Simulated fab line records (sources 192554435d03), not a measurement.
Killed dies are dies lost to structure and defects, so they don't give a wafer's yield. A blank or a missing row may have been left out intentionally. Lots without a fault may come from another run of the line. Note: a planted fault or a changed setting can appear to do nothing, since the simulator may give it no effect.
fab line records ; flow n5_finfet
[record] lots = 9; wafers = 27; last_day = 18
route steps=1938 shown FIN_SAQP@98 BEOL_M4@1111
lots that met no fault: from a run of the same line without faults
start_h: start of the lot's first displayed wafer, in hours after the record's first day ; wait_h: how many hours have passed since the lot's step before this one ; " as in the row above ; L1.1+2: a single row standing in for several wafers ; - no value, or no start given ; * or withheld: withheld ; < > ~ a bound
route shown NAME@n: a module of which the file shows steps, and the number in the route of the first ; usual: mean and standard deviation over wafers with no fault ; same: alike in all rows ; chamber/n: place in a boat ; sites: the reading at each site ; _std_site: the values' standard deviation ; _edge_site: the outer-site mean with the inner-site mean subtracted ; radius_mm: how far each site lies from the wafer's centre ; mask NAME#n: copy n ; behind: tool/chamber where the wafer was last shaped ; hold: cause of the lot's hold/its duration in hours/its outcome ; device: the transistor (n, p or np) that didn't switch ; end of line: tests of these same wafers at the route's end ; a step without rows: its recipe alone ; killed: dies lost to structure and defects at the first sort, not the wafer's yield ; map: shows each die of a wafer: x if killed, . if not, _ if none is there
set.NAME: the setting as run; set.NAME@STEP: as run at that earlier step ; model.NAME: the simulator's own value behind a step, which no gauge read
steps of the route over a sample of lots; a table a step, a row a wafer
services: from which hour (start_h, from the record's first day; less than 0 if before it) a tool's chamber was out of use, for how many hours, and why
[[steps]]
[step N5_FIN_SAQP_PECVD_47]
[recipe] material = a-Si; target_thk_a = 450; temp_c = 400; precursor = SiH4/He; pressure_torr = 3; rf_w = 100; time_s = 36.3
[usual] heater_power_w = 857/94; rf_fwd_power_W = 99.1/0.4; showerhead_plenum_p_Torr = 5.65/0.041; throttle_valve_pct = 17.9/1.1
lot.wafer;tool;chamber;start_h;wait_h;heater_power_w;rf_fwd_power_W;showerhead_plenum_p_Torr;throttle_valve_pct
L421.2;pecvd-02;1;21.87;0.0;740;98.8;5.72;19.2
L421.3;pecvd-02;2;21.87;0.0;801;98.5;5.61;18.8
L421.4;pecvd-02;2;21.87;0.0;781;99.5;5.61;18.6
L426.1;pecvd-02;1;50.73;0.0;761;99.3;5.71;19.1
L426.3;pecvd-02;2;50.73;0.0;748;98.5;5.61;18.7
L426.5;pecvd-02;2;50.73;0.0;735;99.3;5.62;18.7
L428.1;pecvd-03;0;64.68;0.0;1007;98.9;5.70;18.4
L428.2;pecvd-03;2;64.68;0.0;903;98.9;5.61;17.2
L428.3;pecvd-03;1;64.68;0.0;814;99.0;5.69;20.0
L431.1;pecvd-04;0;81.07;0.0;764;98.1;5.62;17.4
L431.3;pecvd-04;2;81.07;0.0;1041;98.8;5.64;16.7
L431.6;pecvd-04;1;81.07;0.0;824;98.5;5.64;17.2
L433.3;pecvd-03;2;93.48;0.1;868;99.5;5.61;16.9
L433.4;pecvd-03;1;93.48;0.1;860;99.4;5.68;20.0
L433.5;pecvd-03;1;93.48;0.1;849;99.6;5.69;20.0
L438.3;pecvd-04;2;123.84;0.0;1049;99.4;5.64;16.9
L438.4;pecvd-04;1;123.84;0.0;901;99.7;5.64;16.9
L438.6;pecvd-04;0;123.84;0.0;693;97.9;5.63;17.6
L439.4;pecvd-03;1;129.22;0.1;845;99.5;5.69;20.0
L439.5;pecvd-03;0;129.22;0.1;927;99.2;5.70;18.8
L439.6;pecvd-03;2;129.22;0.1;857;98.8;5.60;17.1
L443.1;pecvd-04;1;152.89;0.0;944;99.5;5.63;17.1
L443.3;pecvd-04;2;152.89;0.0;922;99.3;5.63;16.9
L443.4;pecvd-04;0;152.89;0.0;729;98.6;5.62;17.7
L444.1;pecvd-03;2;158.59;0.0;873;99.2;5.62;16.7
L444.3;pecvd-03;1;158.59;0.0;857;99.1;5.69;20.1
L444.6;pecvd-03;1;158.59;0.0;881;99.5;5.68;19.9
[step N5_FIN_SAQP_CD_MEAS_16]
[recipe] target_cd_nm = 35.6; landing_energy_ev = 500; detector = se_inlens
[usual] cd_nm = 35.51/0.26
lot.wafer;tool;chamber;start_h;wait_h;cd_nm
L421.2;cd_sem-01;0;22.43;-;35.71
L421.3;cd_sem-01;0;22.43;-;35.82
L421.4;cd_sem-01;0;22.43;-;35.71
L426.1;cd_sem-03;0;51.45;-;35.32
L426.3;cd_sem-03;0;51.45;-;35.17
L426.5;cd_sem-03;0;51.45;-;35.40
L428.1;cd_sem-01;0;65.21;-;35.49
L428.2;cd_sem-01;0;65.21;-;35.10
L428.3;cd_sem-01;0;65.21;-;35.59
L431.1;cd_sem-02;0;81.60;-;35.60
L431.3;cd_sem-02;0;81.60;-;35.63
L431.6;cd_sem-02;0;81.60;-;35.15
L433.3;cd_sem-01;0;94.21;-;35.91
L433.4;cd_sem-01;0;94.21;-;35.71
L433.5;cd_sem-01;0;94.21;-;36.00
L438.3;cd_sem-03;0;124.50;-;35.66
L438.4;cd_sem-03;0;124.50;-;35.22
L438.6;cd_sem-03;0;124.50;-;35.41
L439.4;cd_sem-01;0;129.87;-;35.25
L439.5;cd_sem-01;0;129.87;-;35.48
L439.6;cd_sem-01;0;129.87;-;35.34
L443.1;cd_sem-03;0;153.55;-;35.40
L443.3;cd_sem-03;0;153.55;-;35.90
L443.4;cd_sem-03;0;153.55;-;35.63
L444.1;cd_sem-01;0;159.12;-;35.60
L444.3;cd_sem-01;0;159.12;-;35.50
L444.6;cd_sem-01;0;159.12;-;35.08
[step N5_FIN_SAQP_ETCH_52]
[recipe] chemistry = N2/H2; target = SOC; target_depth_a = 1000; overetch_a = 200; mask_material = SiARC; temp_c = 40; time_s = 150; ion_energy_ev = 200; pressure_mtorr = 30; source_w = 840; bias_w = 150; n2_flow_sccm = 200; h2_flow_sccm = 200; ends = end_point
[usual] chamber_pressure_mTorr = 29.995/0.024; drypump_motor_current_A = 5.8/0.48; h2_flow_sccm = 200.1/0.56; oes_product_au = 0.69/0.06; rf_fwd_power_W = 836.4/2.6; rf_vpp_V = 524.6/2.7; showerhead_plenum_p_Torr = 2.57/0.097; temp_c = 40.02/0.11; throttle_valve_pct = 17.89/0.24
lot.wafer;tool;chamber;start_h;wait_h;chamber_pressure_mTorr;drypump_motor_current_A;h2_flow_sccm;oes_product_au;rf_fwd_power_W;rf_hours_counter_h;rf_vpp_V;showerhead_plenum_p_Torr;temp_c;throttle_valve_pct
L421.2;rie_diel-02;1;23.01;0.0;30.000;6.5;200.3;0.67;836.0;160;526.7;2.65;40.07;17.91
L421.3;rie_diel-02;0;23.01;0.0;30.026;5.5;199.2;0.64;836.8;200;520.7;2.42;39.85;17.82
L421.4;rie_diel-02;3;23.01;0.0;29.996;5.9;200.0;0.72;835.9;77;523.2;2.47;40.10;17.53
L426.1;rie_diel-01;1;51.64;0.0;30.022;5.6;200.4;0.86;841.2;4;528.1;2.72;40.19;17.51
L426.3;rie_diel-01;0;51.64;0.0;30.000;5.6;200.2;0.70;835.9;129;521.7;2.44;39.92;17.97
L426.5;rie_diel-01;2;51.64;0.0;30.020;5.0;200.5;0.65;838.1;-;527.1;2.63;40.09;18.12
L428.1;rie_diel-02;0;65.40;0.0;30.053;5.5;199.8;0.63;840.8;217;519.5;2.41;39.98;17.86
L428.2;rie_diel-02;3;65.40;0.0;29.969;5.9;199.4;0.70;836.4;95;520.6;2.46;39.99;17.54
L428.3;rie_diel-02;1;65.40;0.0;29.971;6.5;200.9;0.65;840.7;177;527.4;2.65;39.85;17.93
L431.1;rie_diel-02;0;81.79;0.0;30.004;5.5;200.5;0.60;634.0;222;569.4;2.41;39.96;17.88
L431.3;rie_diel-02;2;81.79;0.0;30.019;6.2;199.9;0.73;830.9;72;527.5;2.68;40.10;17.62
L431.6;rie_diel-02;3;81.79;0.0;30.031;5.9;200.6;0.70;835.2;-;522.9;2.46;40.04;17.55
L433.3;rie_diel-01;2;94.39;0.0;30.004;5.0;200.7;0.65;838.9;207;526.1;2.63;39.98;18.17
L433.4;rie_diel-01;1;94.39;0.0;29.992;5.6;199.5;0.82;835.6;20;528.5;2.71;40.05;17.53
L433.5;rie_diel-01;1;94.39;0.0;30.002;5.6;199.9;0.81;834.4;-;527.9;2.71;40.09;17.54
L438.3;rie_diel-01;2;124.68;0.0;30.003;5.0;200.2;0.64;838.7;217;526.0;2.62;39.96;18.18
L438.4;rie_diel-01;0;124.68;0.0;29.967;5.7;199.7;0.68;837.6;155;521.0;2.43;40.25;18.02
L438.6;rie_diel-01;0;124.68;0.0;29.975;5.7;199.3;0.68;842.1;-;521.4;2.43;40.13;18.01
L439.4;rie_diel-01;1;130.21;0.0;30.003;5.6;199.8;0.79;833.4;32;528.3;2.70;39.95;17.54
L439.5;rie_diel-01;1;130.21;0.0;30.001;5.6;199.9;0.79;835.0;-;528.4;2.70;39.99;17.54
L439.6;rie_diel-01;0;130.21;0.0;29.992;5.6;200.0;0.68;834.9;-;521.6;2.43;40.10;18.02
L443.1;rie_diel-02;2;154.33;0.0;29.976;6.1;200.0;0.71;837.1;101;526.7;2.67;40.10;17.67
L443.3;rie_diel-02;3;154.33;0.0;29.974;5.8;200.3;0.68;836.8;128;521.7;2.45;39.93;17.61
L443.4;rie_diel-02;1;154.33;0.0;29.991;6.5;200.8;0.63;836.0;213;526.1;2.63;40.19;17.99
L444.1;rie_diel-06;3;159.32;0.0;29.952;6.4;199.9;0.69;837.0;126;523.6;2.56;39.97;18.25
L444.3;rie_diel-06;0;159.32;0.0;30.007;5.7;200.1;0.82;833.6;16;523.0;2.49;40.02;17.61
L444.6;rie_diel-06;3;159.32;0.0;29.999;6.4;199.8;0.69;836.4;-;523.5;2.56;40.04;18.23
[step N5_FIN_SAQP_MANDREL_ETCH_22]
[recipe] target_depth_a = 600; chemistry = HBr/Cl2; target = a-Si; stop_on = SiNx; bt_time_s = 10; over_etch_frac = 0.5; time_s = 30; pressure_mtorr = 10; icp_w = 800; bias_w = 75; HBr_flow_sccm = 150; Cl2_flow_sccm = 80; ends = end_point
[usual] chamber_pressure_mTorr = 9.999/0.011; drypump_motor_current_A = 5.6/0.47; oes_product_au = 0.776/0.011; rf_fwd_power_W = 795.5/2.6; throttle_valve_pct = 35.21/0.3
lot.wafer;tool;chamber;start_h;wait_h;chamber_pressure_mTorr;drypump_motor_current_A;oes_product_au;rf_fwd_power_W;rf_hours_counter_h;throttle_valve_pct
L421.2;rie_si-04;3;23.20;0.0;10.027;6.2;0.774;797.8;124;35.34
L421.3;rie_si-04;1;23.20;0.0;9.992;5.6;0.765;795.9;203;34.87
L421.4;rie_si-04;0;23.20;0.0;10.006;5.4;0.791;800.7;56;34.85
L426.1;rie_si-02;2;51.83;0.0;10.010;6.0;0.786;794.1;96;35.10
L426.3;rie_si-02;1;51.83;0.0;9.999;5.5;0.788;792.8;42;35.42
L426.5;rie_si-02;1;51.83;0.0;10.006;5.5;0.793;790.5;-;35.42
L428.1;rie_si-06;0;65.59;0.0;9.992;4.9;0.768;796.3;19;34.98
L428.2;rie_si-06;2;65.59;0.0;9.990;6.3;0.769;793.0;81;35.75
L428.3;rie_si-06;3;65.59;0.0;10.010;4.8;0.768;795.9;185;35.29
L431.1;rie_si-06;3;81.98;0.0;10.007;4.8;0.763;797.0;185;35.33
L431.3;rie_si-06;2;81.98;0.0;10.003;6.3;0.773;797.8;81;35.76
L431.6;rie_si-06;3;81.98;0.0;9.993;4.8;0.769;797.0;-;35.31
L433.3;rie_si-04;0;94.58;0.0;10.007;5.4;0.777;797.9;57;34.86
L433.4;rie_si-04;1;94.58;0.0;10.008;5.6;0.773;798.7;0;34.71
L433.5;rie_si-04;2;94.58;0.0;9.991;5.6;0.778;798.3;-;35.53
L438.3;rie_si-06;0;124.87;0.0;10.008;4.9;0.756;798.1;20;35.03
L438.4;rie_si-06;3;124.87;0.0;9.995;4.8;0.751;799.7;186;35.30
L438.6;rie_si-06;1;124.87;0.0;9.940;6.4;0.784;795.7;-;35.04
L439.4;rie_si-04;2;130.40;0.0;10.010;5.5;0.773;794.1;97;35.54
L439.5;rie_si-04;3;130.40;0.0;9.989;6.2;0.773;795.5;-;35.35
L439.6;rie_si-04;2;130.40;0.0;10.012;5.6;0.765;792.8;-;35.56
L443.1;rie_si-04;3;154.52;0.0;10.006;6.2;0.761;798.3;127;35.37
L443.3;rie_si-04;2;154.52;0.0;9.996;5.5;0.764;794.5;97;35.56
L443.4;rie_si-04;3;154.52;0.0;9.997;6.2;0.760;798.9;-;35.36
L444.1;rie_si-02;3;159.51;0.0;9.999;5.3;0.775;793.7;126;35.47
L444.3;rie_si-02;0;159.51;0.0;9.997;5.3;0.774;794.4;8;35.04
L444.6;rie_si-02;2;159.51;0.0;10.019;5.9;0.797;794.5;-;35.07
[step N5_BEOL_M4_RC_MEAS_101]
[usual] DIBL_N = 36.5/1.4; DIBL_P = 36.6/1.6; IOFF_N = 0.160/0.024; IOFF_P = 0.217/0.029; ION_N = 674/8.7; ION_P = 464/6.5; SS_N = 71.6/0.47; SS_P = 73.4/0.57; VT_N = 250.0/2.5; VT_P = -250/3.1
lot.wafer;tool;chamber;start_h;wait_h;DIBL_N[mV/V];DIBL_P[mV/V];IOFF_N[nA/um];IOFF_P[nA/um];ION_N[uA/um];ION_P[uA/um];SS_N[mV/dec];SS_P[mV/dec];VT_N[mV];VT_P[mV]
L421.2;prober-02;0;167.21;0.2;38.0;37.7;0.172;0.236;676;466;71.7;72.8;250.4;-248
L421.3;prober-02;0;167.21;0.2;39.3;38.8;0.190;0.250;676;466;72.2;73.7;247.5;-247
L421.4;prober-02;0;167.21;0.2;36.9;36.6;0.149;0.218;673;468;71.5;73.6;252.5;-250
L426.1;prober-02;0;210.82;0.0;38.8;39.8;0.211;0.253;694;465;72.7;74.1;248.9;-249
L426.3;prober-02;0;210.82;0.0;35.9;36.3;0.160;0.196;677;457;71.2;73.5;250.0;-253
L426.5;prober-02;0;210.82;0.0;37.8;38.6;0.187;0.226;679;460;70.8;74.0;249.7;-253
L428.1;prober-01;0;216.01;0.0;38.3;38.1;0.188;0.269;683;473;71.7;74.7;248.0;-245
L428.2;prober-01;0;216.01;0.0;35.9;33.7;0.130;0.193;663;467;71.6;72.2;253.9;-249
L428.3;prober-01;0;216.01;0.0;37.5;36.4;0.166;0.238;663;462;72.2;73.8;250.4;-250
L431.1;prober-02;0;218.91;0.2;38.4;37.1;0.194;0.234;675;462;71.9;73.4;245.2;-250
L431.3;prober-02;0;218.91;0.2;37.3;36.7;0.182;0.243;687;467;71.9;74.1;248.5;-250
L431.6;prober-02;0;218.91;0.2;37.9;36.9;0.184;0.232;680;469;71.9;73.7;245.5;-251
L433.3;prober-01;0;244.15;0.3;35.7;35.4;0.134;0.212;666;469;70.7;72.5;251.2;-249
L433.4;prober-01;0;244.15;0.3;37.9;37.3;0.174;0.239;681;465;72.1;73.1;249.5;-246
L433.5;prober-01;0;244.15;0.3;36.0;35.4;0.140;0.210;675;468;71.0;72.9;249.9;-249
L438.3;prober-02;0;270.46;0.3;35.3;34.2;0.112;0.167;653;454;71.0;72.3;253.4;-255
L438.4;prober-02;0;270.46;0.3;36.1;35.6;0.127;0.185;663;462;71.2;73.1;254.9;-252
L438.6;prober-02;0;270.46;0.3;35.7;35.5;0.127;0.185;666;462;71.4;73.3;253.7;-252
L439.4;prober-01;0;278.41;0.5;36.7;38.8;0.167;0.226;666;463;72.0;74.2;249.4;-253
L439.5;prober-01;0;278.41;0.5;36.8;39.0;0.173;0.231;669;459;71.6;73.8;250.7;-250
L439.6;prober-01;0;278.41;0.5;35.0;36.9;0.146;0.194;672;460;71.7;73.3;250.6;-252
L443.1;prober-01;0;301.14;0.0;35.8;38.6;0.164;0.217;677;454;71.6;73.5;248.1;-249
L443.3;prober-01;0;301.14;0.0;34.8;37.1;0.143;0.193;677;461;70.9;73.4;252.1;-250
L443.4;prober-01;0;301.14;0.0;37.9;40.1;0.199;0.236;686;458;73.0;74.4;248.2;-249
L444.1;prober-02;0;304.14;0.0;37.0;36.3;0.169;0.218;677;459;72.2;72.9;249.2;-251
L444.3;prober-02;0;304.14;0.0;36.4;36.3;0.166;0.213;682;464;71.4;74.0;247.6;-252
L444.6;prober-02;0;304.14;0.0;36.7;36.4;0.173;0.222;680;464;72.0;73.8;247.2;-249
[[services]]
tool;chamber;start_h;hours;kind
rie_diel-06;1;0.46;5.1;repair
pecvd-03;1;1.56;27.8;repair
pecvd-04;-;5.51;2.6;repair
rie_diel-01;1;6.86;4.8;repair
rie_diel-01;1;22.71;-;clean
rie_diel-01;1;22.71;-;consumable_replace:focus_ring
rie_diel-01;1;22.71;-;consumable_replace:showerhead
rie_diel-01;1;22.71;16.1;scheduled_down
rie_diel-01;1;22.71;16.1;vent_cycle
rie_diel-01;-;22.98;14.6;pm
pecvd-03;1;31.44;2.1;scheduled_down
rie_si-06;-;45.21;0.7;repair
rie_diel-06;-;57.20;3.8;repair
rie_si-04;1;58.11;-;clean
rie_si-04;1;58.11;19.2;scheduled_down
rie_si-04;1;58.11;19.2;vent_cycle
rie_diel-01;1;64.71;3.8;repair
pecvd-02;-;71.35;0.6;repair
pecvd-03;-;79.37;2.8;repair
pecvd-04;0;91.93;6.3;repair
rie_si-06;0;98.38;8.0;repair
pecvd-04;-;147.46;1.8;repair
rie_diel-06;-;152.14;4.3;pm
rie_si-04;1;152.54;3.5;repair
[[key]]
[first_sign] step = N5_FIN_SAQP_ETCH_52; reading = rf_fwd_power_W; direction = down; sigmas = 78; usual = *; struck = *
[effect] step = N5_FIN_SAQP_ETCH_52; reading = rf_vpp_V; direction = up; sigmas = 16; usual = 524.6; struck = 569.4
met_at N5_FIN_SAQP_ETCH_52
struck_lots L431
struck_wafers L431.1
not_acting_at N5_FIN_SAQP_PECVD_47,N5_FIN_SAQP_CD_MEAS_16,N5_FIN_SAQP_MANDREL_ETCH_22
onset_between 65.40 81.79
[fault] kind = process_parameter_drift; tool = rie_diel-02; chamber = 0; onset_h = 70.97; steps = N5_FIN_SAQP_ETCH_52; channel = source_w; offset = -201.6; shape = step; end_h = 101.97; acts_in = these_recipes_only; stated = 840
